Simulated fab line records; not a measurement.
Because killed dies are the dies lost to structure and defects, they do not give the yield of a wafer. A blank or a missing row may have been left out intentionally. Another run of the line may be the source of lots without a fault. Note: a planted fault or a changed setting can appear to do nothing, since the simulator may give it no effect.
Split-lot experiment / flow n5_finfet / on a route of 1938 steps: 7 lots, 39 wafers read

## ON THE SPLIT
At N5_BEOL_M12_TRENCH_ETCH_34 (etches SiOC in C4F8/O2/Ar, target depth 318.95 nm, time 125.5 s), the setting target_depth_a was moved away from the recipe's 3189.5 angstrom on 18 of the 39 wafers read, by -23.3% to +37.1%. The other wafers ran this setting at the recipe's value.

## FROM THE SPLIT TO THE READING: what the file shows between them, 10 steps
- N5_BEOL_M12_STRIP_70: strips in C4F8/O2/Ar
- N5_BEOL_M12_OCD_MEAS_35
- N5_BEOL_M12_STRIP_37: strips in N2/H2
- N5_BEOL_M12_ETCH_38: etches SiCN in CF4/N2, target depth 68.7 nm, time 73.4 s
- N5_BEOL_M12_ECD_47: material Cu, target thk 720 nm
- N5_BEOL_M12_ANNEAL_48: time 90 s
- N5_BEOL_M12_CMP_49: polishes, stops on SiOC, t overpolish 20.6 s, target thk 320 nm
- N5_BEOL_M12_THK_MEAS_50: measures by xrf
- N5_BEOL_M12_PRE_CLEAN_52: time 15 s
- N5_BEOL_M12_DEP_53: deposits SiCN from 3MS/NH3, target thk 30 nm, time 10.5 s

## THE READING
M12_RS (ohm/sq), read at N5_BEOL_M12_RS_MEAS_54 with a four-point probe. A value of 0.0599 ohm/sq with a standard deviation of 0.0012 ohm/sq is what fault-free wafers of this fab line usually give.

wafer=L077.1; tool, chamber at the split=rie_diel-05, 0; target_depth_a as run, angstrom=3189.5; against the recipe=recipe; M12_RS, ohm/sq=0.0601; against lot-mates on the recipe=-
wafer=L077.2; tool, chamber at the split=rie_diel-05, 1; target_depth_a as run, angstrom=4177; against the recipe=+31.0%; M12_RS, ohm/sq=0.0445; against lot-mates on the recipe=-0.0158
wafer=L077.3; tool, chamber at the split=rie_diel-05, 3; target_depth_a as run, angstrom=4177; against the recipe=+31.0%; M12_RS, ohm/sq=0.0459; against lot-mates on the recipe=-0.0144
wafer=L077.4; tool, chamber at the split=rie_diel-05, 2; target_depth_a as run, angstrom=3189.5; against the recipe=recipe; M12_RS, ohm/sq=0.0615; against lot-mates on the recipe=-
wafer=L077.5; tool, chamber at the split=rie_diel-05, 1; target_depth_a as run, angstrom=4177; against the recipe=+31.0%; M12_RS, ohm/sq=0.0444; against lot-mates on the recipe=-0.0159
wafer=L077.6; tool, chamber at the split=rie_diel-05, 0; target_depth_a as run, angstrom=3189.5; against the recipe=recipe; M12_RS, ohm/sq=0.0593; against lot-mates on the recipe=-
wafer=L076.1; tool, chamber at the split=rie_diel-04, 1; target_depth_a as run, angstrom=3189.5; against the recipe=recipe; M12_RS, ohm/sq=0.0596; against lot-mates on the recipe=-
wafer=L076.2; tool, chamber at the split=rie_diel-04, 2; target_depth_a as run, angstrom=3189.5; against the recipe=recipe; M12_RS, ohm/sq=0.0594; against lot-mates on the recipe=-
wafer=L076.3; tool, chamber at the split=rie_diel-04, 0; target_depth_a as run, angstrom=4372; against the recipe=+37.1%; M12_RS, ohm/sq=0.0435; against lot-mates on the recipe=-0.0161
wafer=L076.4; tool, chamber at the split=rie_diel-04, 0; target_depth_a as run, angstrom=4372; against the recipe=+37.1%; M12_RS, ohm/sq=0.0430; against lot-mates on the recipe=-0.0166
wafer=L076.5; tool, chamber at the split=rie_diel-04, 2; target_depth_a as run, angstrom=4372; against the recipe=+37.1%; M12_RS, ohm/sq=0.0427; against lot-mates on the recipe=-0.0169
wafer=L076.6; tool, chamber at the split=rie_diel-04, 1; target_depth_a as run, angstrom=3189.5; against the recipe=recipe; M12_RS, ohm/sq=0.0599; against lot-mates on the recipe=-
wafer=L079.1; tool, chamber at the split=rie_diel-03, 1; target_depth_a as run, angstrom=3739; against the recipe=+17.2%; M12_RS, ohm/sq=0.0509; against lot-mates on the recipe=-0.0085
wafer=L079.2; tool, chamber at the split=rie_diel-03, 2; target_depth_a as run, angstrom=3739; against the recipe=+17.2%; M12_RS, ohm/sq=0.0497; against lot-mates on the recipe=-0.0097
wafer=L079.3; tool, chamber at the split=rie_diel-03, 0; target_depth_a as run, angstrom=3739; against the recipe=+17.2%; M12_RS, ohm/sq=0.0513; against lot-mates on the recipe=-0.0081
wafer=L079.4; tool, chamber at the split=rie_diel-03, 3; target_depth_a as run, angstrom=3189.5; against the recipe=recipe; M12_RS, ohm/sq=0.0577; against lot-mates on the recipe=-
wafer=L079.5; tool, chamber at the split=rie_diel-03, 1; target_depth_a as run, angstrom=3189.5; against the recipe=recipe; M12_RS, ohm/sq=0.0600; against lot-mates on the recipe=-
wafer=L079.6; tool, chamber at the split=rie_diel-03, 0; target_depth_a as run, angstrom=3189.5; against the recipe=recipe; M12_RS, ohm/sq=0.0605; against lot-mates on the recipe=-
wafer=L080.1; tool, chamber at the split=rie_diel-05, 2; target_depth_a as run, angstrom=3189.5; against the recipe=recipe; M12_RS, ohm/sq=0.0620; against lot-mates on the recipe=-
wafer=L080.2; tool, chamber at the split=rie_diel-05, 0; target_depth_a as run, angstrom=3189.5; against the recipe=recipe; M12_RS, ohm/sq=0.0590; against lot-mates on the recipe=-
wafer=L080.3; tool, chamber at the split=rie_diel-05, 1; target_depth_a as run, angstrom=3994; against the recipe=+25.2%; M12_RS, ohm/sq=0.0468; against lot-mates on the recipe=-0.0135
wafer=L080.4; tool, chamber at the split=rie_diel-05, 2; target_depth_a as run, angstrom=3994; against the recipe=+25.2%; M12_RS, ohm/sq=0.0493; against lot-mates on the recipe=-0.0110
wafer=L080.5; tool, chamber at the split=rie_diel-05, 1; target_depth_a as run, angstrom=3994; against the recipe=+25.2%; M12_RS, ohm/sq=0.0464; against lot-mates on the recipe=-0.0139
wafer=L080.6; tool, chamber at the split=rie_diel-05, 0; target_depth_a as run, angstrom=3189.5; against the recipe=recipe; M12_RS, ohm/sq=0.0600; against lot-mates on the recipe=-
wafer=L086.1; tool, chamber at the split=rie_diel-05, 1; target_depth_a as run, angstrom=2446; against the recipe=-23.3%; M12_RS, ohm/sq=0.0790; against lot-mates on the recipe=+0.0181
wafer=L086.2; tool, chamber at the split=rie_diel-05, 2; target_depth_a as run, angstrom=2446; against the recipe=-23.3%; M12_RS, ohm/sq=0.0830; against lot-mates on the recipe=+0.0221
wafer=L086.3; tool, chamber at the split=rie_diel-05, 0; target_depth_a as run, angstrom=3189.5; against the recipe=recipe; M12_RS, ohm/sq=0.0607; against lot-mates on the recipe=-
wafer=L086.4; tool, chamber at the split=rie_diel-05, 3; target_depth_a as run, angstrom=2446; against the recipe=-23.3%; M12_RS, ohm/sq=0.0797; against lot-mates on the recipe=+0.0188
wafer=L086.5; tool, chamber at the split=rie_diel-05, 2; target_depth_a as run, angstrom=3189.5; against the recipe=recipe; M12_RS, ohm/sq=0.0630; against lot-mates on the recipe=-
wafer=L086.6; tool, chamber at the split=rie_diel-05, 1; target_depth_a as run, angstrom=3189.5; against the recipe=recipe; M12_RS, ohm/sq=0.0591; against lot-mates on the recipe=-
wafer=L085.1; tool, chamber at the split=rie_diel-04, 2; target_depth_a as run, angstrom=3894; against the recipe=+22.1%; M12_RS, ohm/sq=0.0485; against lot-mates on the recipe=-0.0114
wafer=L085.2; tool, chamber at the split=rie_diel-04, 1; target_depth_a as run, angstrom=3189.5; against the recipe=recipe; M12_RS, ohm/sq=0.0599; against lot-mates on the recipe=-
wafer=L085.3; tool, chamber at the split=rie_diel-04, 3; target_depth_a as run, angstrom=3894; against the recipe=+22.1%; M12_RS, ohm/sq=0.0485; against lot-mates on the recipe=-0.0114
wafer=L085.4; tool, chamber at the split=rie_diel-04, 0; target_depth_a as run, angstrom=3189.5; against the recipe=recipe; M12_RS, ohm/sq=0.0601; against lot-mates on the recipe=-
wafer=L085.5; tool, chamber at the split=rie_diel-04, 0; target_depth_a as run, angstrom=3189.5; against the recipe=recipe; M12_RS, ohm/sq=0.0598; against lot-mates on the recipe=-
wafer=L085.6; tool, chamber at the split=rie_diel-04, 3; target_depth_a as run, angstrom=3894; against the recipe=+22.1%; M12_RS, ohm/sq=0.0483; against lot-mates on the recipe=-0.0116
wafer=L094.2; tool, chamber at the split=rie_diel-04, 3; target_depth_a as run, angstrom=3189.5; against the recipe=recipe; M12_RS, ohm/sq=0.0601; against lot-mates on the recipe=-
wafer=L094.4; tool, chamber at the split=rie_diel-04, 0; target_depth_a as run, angstrom=3189.5; against the recipe=recipe; M12_RS, ohm/sq=0.0595; against lot-mates on the recipe=-
wafer=L094.5; tool, chamber at the split=rie_diel-04, 1; target_depth_a as run, angstrom=3189.5; against the recipe=recipe; M12_RS, ohm/sq=0.0596; against lot-mates on the recipe=-

FIT RESULTS
A straight line over all 39 wafers: M12_RS changes by -0.000571 ohm/sq for each +1% of target_depth_a; r = -0.97; the points scatter about the line by 0.0024 ohm/sq.
The same after taking each lot's own level away (the mean of its wafers on the recipe; 39 wafers): -0.000561 ohm/sq for each +1%; r = -0.97; scatter 0.0022 ohm/sq.
Per that fit: largest target_depth_a move, reading shift of 0.021 ohm/sq.
Measured against the standard deviation above, the lots' own levels, which go from 0.05940 to 0.06093 ohm/sq, span 1.3 times it.
Consequently the slope shifts little with the lot-to-lot level, the two slopes agreeing.
Check: with one of the wafers moved furthest among these (+37.1%) left out of the fit, the line predicts -0.02 ohm/sq for it against its lot-mates. Against them it came out at -0.0161 ohm/sq.

## ADDITIONAL SPLITS CARRIED BY THESE WAFERS
Note: prior to the reading, these wafers also went through further splits. Each is held against what the fit with the lots' levels taken away leaves over:
other split on the same wafers=N5_BEOL_M4_ILD_DEP_00 time_s; wafers away from the commonest value=15; r with M12_RS (lot level and that fit taken away)=+0.24
other split on the same wafers=N5_BEOL_M5_DEP_56 time_s; wafers away from the commonest value=15; r with M12_RS (lot level and that fit taken away)=+0.03
other split on the same wafers=N5_BEOL_M8_DESCUM_33 time_s; wafers away from the commonest value=15; r with M12_RS (lot level and that fit taken away)=+0.06

## THE WHOLE CHAIN: every reading that the file lists as answering this split, in the file's order
step=N5_BEOL_M12_TRENCH_ETCH_34; what it does=etches SiOC in C4F8/O2/Ar, target depth 318.95 nm, time 125.5 s; reading=etch.depth_nm (the simulator's own value, which no gauge read); change (the file's fit)=+3.25 nm for each +1% of the setting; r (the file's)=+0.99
step=N5_BEOL_M12_OCD_MEAS_35; what it does=; reading=trench_depth_nm; change (the file's fit)=+3.25 nm for each +1% of the setting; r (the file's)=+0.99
step=N5_BEOL_M12_CMP_49; what it does=polishes, stops on SiOC, t overpolish 20.6 s, target thk 320 nm; reading=Cu_of_BEOL_M12_ECD_47.thk_nm (the simulator's own value, which no gauge read); change (the file's fit)=+3.25 nm for each +1% of the setting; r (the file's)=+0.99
step=N5_BEOL_M12_THK_MEAS_50; what it does=measures by xrf; reading=M12_THK; change (the file's fit)=+3.38 for each +1% of the setting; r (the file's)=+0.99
step=N5_BEOL_M12_RS_MEAS_54; what it does=measures by four-point-probe; reading=M12_RS; change (the file's fit)=-0.00053 for each +1% of the setting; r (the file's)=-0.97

## FILE'S OWN FIT
M12_RS changes by -0.00053 ohm/sq for each +1% of target_depth_a, r = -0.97.
